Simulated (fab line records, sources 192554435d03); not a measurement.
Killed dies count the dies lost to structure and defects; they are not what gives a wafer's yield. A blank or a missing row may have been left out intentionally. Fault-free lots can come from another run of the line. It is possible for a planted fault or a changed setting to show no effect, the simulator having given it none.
The tool behind it: which one? || flow n5Finfet || Sampling: 9 lots, 27 wafers, 7 of 1938 route steps

WHAT EACH GAUGE READ, for each wafer
N5_BEOL_M4_THK_MEAS_53: measures by xrf.
{"lot": "L415", "measured": "day 9 15:14", "on": "filmMetro-01", "M4_THK (nm)": "40.3 40.2 40.9"}
{"lot": "L416", "measured": "day 10 00:02", "on": "filmMetro-01", "M4_THK (nm)": "39.4 41.4 41.2"}
{"lot": "L417", "measured": "day 10 06:12", "on": "filmMetro-02", "M4_THK (nm)": "143.2 145.9 143.2"}
{"lot": "L418", "measured": "day 10 16:44", "on": "filmMetro-01", "M4_THK (nm)": "152.7 158.7 153.7"}
{"lot": "L422", "measured": "day 12 04:47", "on": "filmMetro-01", "M4_THK (nm)": "38.2 39.0 39.1"}
{"lot": "L425", "measured": "day 12 07:31", "on": "filmMetro-02", "M4_THK (nm)": "39.8 43.3 43.2"}
{"lot": "L428", "measured": "day 13 02:25", "on": "filmMetro-01", "M4_THK (nm)": "39.9 39.3 42.0"}
{"lot": "L429", "measured": "day 13 19:56", "on": "filmMetro-02", "M4_THK (nm)": "38.2 40.1 39.6"}
{"lot": "L430", "measured": "day 14 03:05", "on": "filmMetro-02", "M4_THK (nm)": "37.2 39.6 38.9"}

N5_BEOL_M4_INSPECT_59: inspects for defects (darkfield).
{"lot": "L415", "measured": "day 9 15:32", "on": "defectInspect-02", "rawDefectCount": "38 47 53"}
{"lot": "L416", "measured": "day 10 00:20", "on": "defectInspect-01", "rawDefectCount": "129 109 81"}
{"lot": "L417", "measured": "day 10 06:29", "on": "defectInspect-02", "rawDefectCount": "4939 5012 4942"}
{"lot": "L418", "measured": "day 10 17:02", "on": "defectInspect-02", "rawDefectCount": "4963 5062 4976"}
{"lot": "L422", "measured": "day 12 05:04", "on": "defectInspect-01", "rawDefectCount": "91 67 72"}
{"lot": "L425", "measured": "day 12 07:48", "on": "defectInspect-01", "rawDefectCount": "84 140 75"}
{"lot": "L428", "measured": "day 13 02:43", "on": "defectInspect-01", "rawDefectCount": "107 76 99"}
{"lot": "L429", "measured": "day 13 20:13", "on": "defectInspect-02", "rawDefectCount": "72 59 64"}
{"lot": "L430", "measured": "day 14 03:23", "on": "defectInspect-02", "rawDefectCount": "93 72 65"}

N5_BEOL_M4_RC_MEAS_101.
{"lot": "L415", "measured": "day 9 15:33", "on": "prober-02", "DIBL_N (mV/V)": "37.6 36.2 38.3", "DIBL_P (mV/V)": "37 36 38", "IOFF_N (nA/um)": "0.18 0.15 0.20", "IOFF_P (nA/um)": "0.23 0.22 0.26", "ION_N (uA/um)": "676 660 675", "ION_P (uA/um)": "461 458 473", "SS_N (mV/dec)": "71.5 71.5 71.7", "SS_P (mV/dec)": "73.5 73.6 73.7", "VT_N (mV)": "248 253 246", "VT_P (mV)": "-251 -250 -249"}
{"lot": "L416", "measured": "day 10 00:31", "on": "prober-02", "DIBL_N (mV/V)": "38.5 37.5 37.5", "DIBL_P (mV/V)": "38 37 36", "IOFF_N (nA/um)": "0.18 0.15 0.16", "IOFF_P (nA/um)": "0.27 0.23 0.22", "ION_N (uA/um)": "677 658 670", "ION_P (uA/um)": "480 460 459", "SS_N (mV/dec)": "71.3 71.7 71.0", "SS_P (mV/dec)": "73.6 73.5 73.3", "VT_N (mV)": "249 252 247", "VT_P (mV)": "-244 -247 -246"}
{"lot": "L422", "measured": "day 12 05:06", "on": "prober-02", "DIBL_N (mV/V)": "39.0 34.9 36.5", "DIBL_P (mV/V)": "39 36 38", "IOFF_N (nA/um)": "0.19 0.12 0.15", "IOFF_P (nA/um)": "0.23 0.18 0.21", "ION_N (uA/um)": "678 659 672", "ION_P (uA/um)": "460 457 455", "SS_N (mV/dec)": "72.2 71.4 71.8", "SS_P (mV/dec)": "73.8 72.9 73.5", "VT_N (mV)": "248 252 250", "VT_P (mV)": "-249 -252 -252"}
{"lot": "L425", "measured": "day 12 07:59", "on": "prober-02", "DIBL_N (mV/V)": "36.0 38.4 37.2", "DIBL_P (mV/V)": "34 38 37", "IOFF_N (nA/um)": "0.14 0.18 0.15", "IOFF_P (nA/um)": "0.21 0.24 0.22", "ION_N (uA/um)": "646 669 658", "ION_P (uA/um)": "446 458 456", "SS_N (mV/dec)": "71.9 72.1 72.5", "SS_P (mV/dec)": "72.9 73.4 73.3", "VT_N (mV)": "254 249 254", "VT_P (mV)": "-249 -248 -251"}
{"lot": "L428", "measured": "day 13 02:53", "on": "prober-01", "DIBL_N (mV/V)": "37.1 35.6 39.0", "DIBL_P (mV/V)": "36 36 39", "IOFF_N (nA/um)": "0.14 0.14 0.18", "IOFF_P (nA/um)": "0.22 0.22 0.28", "ION_N (uA/um)": "651 666 665", "ION_P (uA/um)": "452 464 464", "SS_N (mV/dec)": "71.5 71.0 72.2", "SS_P (mV/dec)": "73.0 73.4 74.2", "VT_N (mV)": "254 250 249", "VT_P (mV)": "-248 -249 -247"}
{"lot": "L429", "measured": "day 13 20:24", "on": "prober-02", "DIBL_N (mV/V)": "33.1 39.4 39.1", "DIBL_P (mV/V)": "34 41 41", "IOFF_N (nA/um)": "0.11 0.19 0.20", "IOFF_P (nA/um)": "0.16 0.26 0.26", "ION_N (uA/um)": "650 654 675", "ION_P (uA/um)": "452 452 460", "SS_N (mV/dec)": "71.2 72.3 73.1", "SS_P (mV/dec)": "73.1 74.4 73.7", "VT_N (mV)": "255 251 248", "VT_P (mV)": "-253 -251 -250"}
{"lot": "L430", "measured": "day 14 03:52", "on": "prober-01", "DIBL_N (mV/V)": "39.9 39.3 35.9", "DIBL_P (mV/V)": "38 38 33", "IOFF_N (nA/um)": "0.18 0.16 0.12", "IOFF_P (nA/um)": "0.24 0.25 0.19", "ION_N (uA/um)": "658 663 657", "ION_P (uA/um)": "458 462 451", "SS_N (mV/dec)": "72.5 72.0 71.3", "SS_P (mV/dec)": "72.9 73.2 71.8", "VT_N (mV)": "251 253 257", "VT_P (mV)": "-249 -246 -251"}

EACH LOT AND THE TOOL THAT RAN IT (in order: tool; ch and the chambers of the sampled wafers; start)
{"lot": "L415", "N5_BEOL_M4_ANNEAL_82": "pvdSputter-03, day 9 13:12", "N5_BEOL_M4_ANNEAL_89": "pvdSputter-03, day 9 13:38", "N5_BEOL_M4_ANNEAL_95": "pvdSputter-03, day 9 14:18", "N5_BEOL_M4_CMP_52": "cmp-02 ch 0,1,2, day 9 14:59"}
{"lot": "L416", "N5_BEOL_M4_ANNEAL_82": "pvdSputter-03, day 9 22:01", "N5_BEOL_M4_ANNEAL_89": "pvdSputter-03, day 9 22:27", "N5_BEOL_M4_ANNEAL_95": "pvdSputter-03, day 9 23:07", "N5_BEOL_M4_CMP_52": "cmp-02 ch 0,1,3, day 9 23:45"}
{"lot": "L417", "N5_BEOL_M4_ANNEAL_82": "pvdSputter-03, day 10 04:10", "N5_BEOL_M4_ANNEAL_89": "pvdSputter-03, day 10 04:36", "N5_BEOL_M4_ANNEAL_95": "pvdSputter-03, day 10 05:16", "N5_BEOL_M4_CMP_52": "cmp-02 ch 2,3, day 10 05:57"}
{"lot": "L418", "N5_BEOL_M4_ANNEAL_82": "pvdSputter-03, day 10 14:43", "N5_BEOL_M4_ANNEAL_89": "pvdSputter-03, day 10 15:09", "N5_BEOL_M4_ANNEAL_95": "pvdSputter-03, day 10 15:49", "N5_BEOL_M4_CMP_52": "cmp-02 ch 1,3, day 10 16:26"}
{"lot": "L422", "N5_BEOL_M4_ANNEAL_82": "pvdSputter-03, day 12 02:46", "N5_BEOL_M4_ANNEAL_89": "pvdSputter-03, day 12 03:12", "N5_BEOL_M4_ANNEAL_95": "pvdSputter-03, day 12 03:52", "N5_BEOL_M4_CMP_52": "cmp-04 ch 0,2, day 12 04:32"}
{"lot": "L425", "N5_BEOL_M4_ANNEAL_82": "pvdSputter-02, day 12 05:29", "N5_BEOL_M4_ANNEAL_89": "pvdSputter-02, day 12 05:56", "N5_BEOL_M4_ANNEAL_95": "pvdSputter-02, day 12 06:35", "N5_BEOL_M4_CMP_52": "cmp-04 ch 0,1,2, day 12 07:13"}
{"lot": "L428", "N5_BEOL_M4_ANNEAL_82": "pvdSputter-03, day 13 00:23", "N5_BEOL_M4_ANNEAL_89": "pvdSputter-03, day 13 00:50", "N5_BEOL_M4_ANNEAL_95": "pvdSputter-03, day 13 01:29", "N5_BEOL_M4_CMP_52": "cmp-01 ch 0,2, day 13 02:10"}
{"lot": "L429", "N5_BEOL_M4_ANNEAL_82": "pvdSputter-01, day 13 17:13", "N5_BEOL_M4_ANNEAL_89": "pvdSputter-01, day 13 17:39", "N5_BEOL_M4_ANNEAL_95": "pvdSputter-01, day 13 18:19", "N5_BEOL_M4_CMP_52": "cmp-01 ch 1,2,3, day 13 19:46"}
{"lot": "L430", "N5_BEOL_M4_ANNEAL_82": "pvdSputter-03, day 14 01:03", "N5_BEOL_M4_ANNEAL_89": "pvdSputter-03, day 14 01:29", "N5_BEOL_M4_ANNEAL_95": "pvdSputter-03, day 14 02:09", "N5_BEOL_M4_CMP_52": "cmp-02 ch 0,1, day 14 02:50"}
- N5_BEOL_M4_ANNEAL_82: time 240 s.
- N5_BEOL_M4_ANNEAL_89: time 240 s.
- N5_BEOL_M4_ANNEAL_95: time 240 s.
- N5_BEOL_M4_CMP_52: polishes, stops on SiOC, t overpolish 6.8 s, target thk 40 nm.

WHAT THE TOOLS THEMSELVES READ (means of the sampled wafers that have a number; where no wafer has one, the mark that the record gives instead)
N5_BEOL_M4_ANNEAL_82.
{"lot": "L415", "tool": "pvdSputter-03", "heaterPowerW (W)": 756}
{"lot": "L416", "tool": "pvdSputter-03", "heaterPowerW (W)": 774}
{"lot": "L417", "tool": "pvdSputter-03", "heaterPowerW (W)": 722}
{"lot": "L418", "tool": "pvdSputter-03", "heaterPowerW (W)": 691}
{"lot": "L422", "tool": "pvdSputter-03", "heaterPowerW (W)": 743}
{"lot": "L425", "tool": "pvdSputter-02", "heaterPowerW (W)": 859}
{"lot": "L428", "tool": "pvdSputter-03", "heaterPowerW (W)": 760}
{"lot": "L429", "tool": "pvdSputter-01", "heaterPowerW (W)": 872}
{"lot": "L430", "tool": "pvdSputter-03", "heaterPowerW (W)": 796}

N5_BEOL_M4_ANNEAL_89.
{"lot": "L415", "tool": "pvdSputter-03", "heaterPowerW (W)": 767}
{"lot": "L416", "tool": "pvdSputter-03", "heaterPowerW (W)": 795}
{"lot": "L417", "tool": "pvdSputter-03", "heaterPowerW (W)": 712}
{"lot": "L418", "tool": "pvdSputter-03", "heaterPowerW (W)": 677}
{"lot": "L422", "tool": "pvdSputter-03", "heaterPowerW (W)": 743}
{"lot": "L425", "tool": "pvdSputter-02", "heaterPowerW (W)": 846}
{"lot": "L428", "tool": "pvdSputter-03", "heaterPowerW (W)": 763}
{"lot": "L429", "tool": "pvdSputter-01", "heaterPowerW (W)": 857}
{"lot": "L430", "tool": "pvdSputter-03", "heaterPowerW (W)": 778}

N5_BEOL_M4_ANNEAL_95.
{"lot": "L415", "tool": "pvdSputter-03", "heaterPowerW (W)": 770}
{"lot": "L416", "tool": "pvdSputter-03", "heaterPowerW (W)": 792}
{"lot": "L417", "tool": "pvdSputter-03", "heaterPowerW (W)": 730}
{"lot": "L418", "tool": "pvdSputter-03", "heaterPowerW (W)": 683}
{"lot": "L422", "tool": "pvdSputter-03", "heaterPowerW (W)": 758}
{"lot": "L425", "tool": "pvdSputter-02", "heaterPowerW (W)": 858}
{"lot": "L428", "tool": "pvdSputter-03", "heaterPowerW (W)": 765}
{"lot": "L429", "tool": "pvdSputter-01", "heaterPowerW (W)": 861}
{"lot": "L430", "tool": "pvdSputter-03", "heaterPowerW (W)": 793}

N5_BEOL_M4_CMP_52.
{"lot": "L415", "tool": "cmp-02", "barrierFieldEndpointS (s)": 25.1, "clearingPlatenDownForcePsi (psi)": 1.5018, "motorCurrentA (A)": 6.4, "overpolishRunS (s)": 6.796, "timeToEndpointS (s)": 61}
{"lot": "L416", "tool": "cmp-02", "barrierFieldEndpointS (s)": 24.5, "clearingPlatenDownForcePsi (psi)": 1.5003, "motorCurrentA (A)": 6.7, "overpolishRunS (s)": 6.802, "timeToEndpointS (s)": 62}
{"lot": "L417", "tool": "cmp-02", "barrierFieldEndpointS (s)": 41.3, "clearingPlatenDownForcePsi (psi)": 1.5032, "motorCurrentA (A)": 6.2, "overpolishRunS (s)": 0.041, "timeToEndpointS (s)": 81}
{"lot": "L418", "tool": "cmp-02", "barrierFieldEndpointS (s)": 41.3, "clearingPlatenDownForcePsi (psi)": 1.4997, "motorCurrentA (A)": 7.0, "overpolishRunS (s)": 0.035, "timeToEndpointS (s)": 81}
{"lot": "L422", "tool": "cmp-04", "barrierFieldEndpointS (s)": 25.4, "clearingPlatenDownForcePsi (psi)": 1.5030, "motorCurrentA (A)": 5.5, "overpolishRunS (s)": 6.797, "timeToEndpointS (s)": 66}
{"lot": "L425", "tool": "cmp-04", "barrierFieldEndpointS (s)": 24.7, "clearingPlatenDownForcePsi (psi)": 1.5016, "motorCurrentA (A)": 5.9, "overpolishRunS (s)": 6.798, "timeToEndpointS (s)": 61}
{"lot": "L428", "tool": "cmp-01", "barrierFieldEndpointS (s)": 25.9, "clearingPlatenDownForcePsi (psi)": 1.5044, "motorCurrentA (A)": 5.4, "overpolishRunS (s)": 6.797, "timeToEndpointS (s)": 67}
{"lot": "L429", "tool": "cmp-01", "barrierFieldEndpointS (s)": 25.1, "clearingPlatenDownForcePsi (psi)": 1.4984, "motorCurrentA (A)": 5.7, "overpolishRunS (s)": 6.800, "timeToEndpointS (s)": 65}
{"lot": "L430", "tool": "cmp-02", "barrierFieldEndpointS (s)": 25.0, "clearingPlatenDownForcePsi (psi)": 1.5034, "motorCurrentA (A)": 7.0, "overpolishRunS (s)": 6.797, "timeToEndpointS (s)": 59}

THE ANSWER, worked out from the rows above alone
Rule: the usual values come from the lots themselves. Put in order of their means at a reading, lots are off if they are a third of the lots or fewer, leave a main group of 4 or more, and stand apart from it by a gap of 3 or more times the standard deviation of the main group's means; of several such gaps the widest counts. If all means in a main group match to the digits the tables above print for the reading, that group is not used. Also off: a lot with no number at a reading for which 4 or more lots have one. Where the step has rows for the other lots, those lots are counted as sound. Order of review: gauges by route order, followed by the tools' own readings, for which a lot's mean as printed above is used. The first step at which some lot is off is used, and at that step the reading that is off furthest; a lot without a number counts as furthest.
Off: L417, L418, at N5_BEOL_M4_THK_MEAS_53 (M4_THK). The main group has a mean of 40.0 nm with a standard deviation of 1.2.
If a tool, at a process step before that reading, ran all the lots that are off and no sound lot after the first of them, it fits. Not tried: the gauges at N5_BEOL_M4_THK_MEAS_53; whatever is off there is also off at N5_BEOL_M4_INSPECT_59, on other tools, and gauge error can't account for it. None of those tried fits.

WHAT HAD BEEN PUT IN BY THE SIMULATOR
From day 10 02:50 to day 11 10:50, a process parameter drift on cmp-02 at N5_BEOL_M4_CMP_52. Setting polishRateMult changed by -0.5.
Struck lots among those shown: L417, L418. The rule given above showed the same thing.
